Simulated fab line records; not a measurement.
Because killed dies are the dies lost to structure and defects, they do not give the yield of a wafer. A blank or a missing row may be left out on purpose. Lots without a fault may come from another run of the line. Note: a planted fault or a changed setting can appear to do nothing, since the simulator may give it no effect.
Chamber matching ; flow n5-finfet ; 4 sister chambers for N5_BEOL_M9_ETCH_62 on rie-diel-02
The step etches SOC in N2/H2, target depth 110 nm, overetch 22 nm, time 165 s. 14 wafers are shown with their chamber, then 7 later ones without.

== WAFERS PAIRED WITH THEIR CHAMBERS ==
wafer;chamber;drypump-motor-current-A (A);throttle-valve-pct (%);oes-product-au (a.u.)
L082.1;0;5.6;17.59;0.74
L082.2;2;6.4;17.79;0.77
L082.5;2;6.4;17.76;0.77
L085.3;3;6.2;18.12;0.58
L085.4;2;6.4;17.77;0.77
L085.5;2;6.5;17.79;0.77
L087.1;2;6.4;17.79;0.75
L087.2;3;6.2;18.12;0.57
L087.3;1;5.2;18.22;0.58
L089.1;1;5.2;18.23;0.58
L089.2;2;6.4;17.80;0.74
L089.3;0;5.6;17.60;0.73
L090.3;2;6.4;17.81;0.74
L090.4;3;6.2;17.67;0.83

SIGNATURES (means of the wafers above)
reading;chamber 0;chamber 1;chamber 2;chamber 3;scatter within a chamber
drypump-motor-current-A;5.600;5.200;6.414;6.200;0.0293
throttle-valve-pct;17.5950;18.2250;17.7871;17.9700;0.117
oes-product-au;0.7350;0.5800;0.7586;0.6600;0.0669
Rule: for a wafer and a chamber, the distance is found by dividing, reading by reading, the gap between the wafer's reading and the chamber's mean by the reading's scatter, squaring, summing and taking the root. If the next closest chamber is less than 2 further off than the closest, the wafer can't be placed; otherwise it belongs to the closest. The scatter is the square root of a quotient: the sum, over the shown wafers, of each reading's squared deviation from its chamber's mean, divided by wafers minus chambers.

== WAFERS WHOSE CHAMBER IS MISSING ==
wafer;drypump-motor-current-A (A);throttle-valve-pct (%);oes-product-au (a.u.)
L090.6;5.6;17.59;0.72
L091.2;6.5;17.83;0.73
L091.4;6.2;17.68;0.78
L091.6;6.4;17.82;0.73
L094.2;6.4;17.85;0.72
L094.3;6.2;17.69;0.78
L094.6;5.2;17.71;0.85

== THE CHAMBER EACH PASSED THROUGH ==
wafer;from the rows above;in truth
L090.6;0;0
L091.2;2;2
L091.4;3;3
L091.6;2;2
L094.2;2;2
L094.3;3;3
L094.6;1;1
7 of 7 placed correctly. Left unplaced by these rows: 0. Placed wrongly: 0.
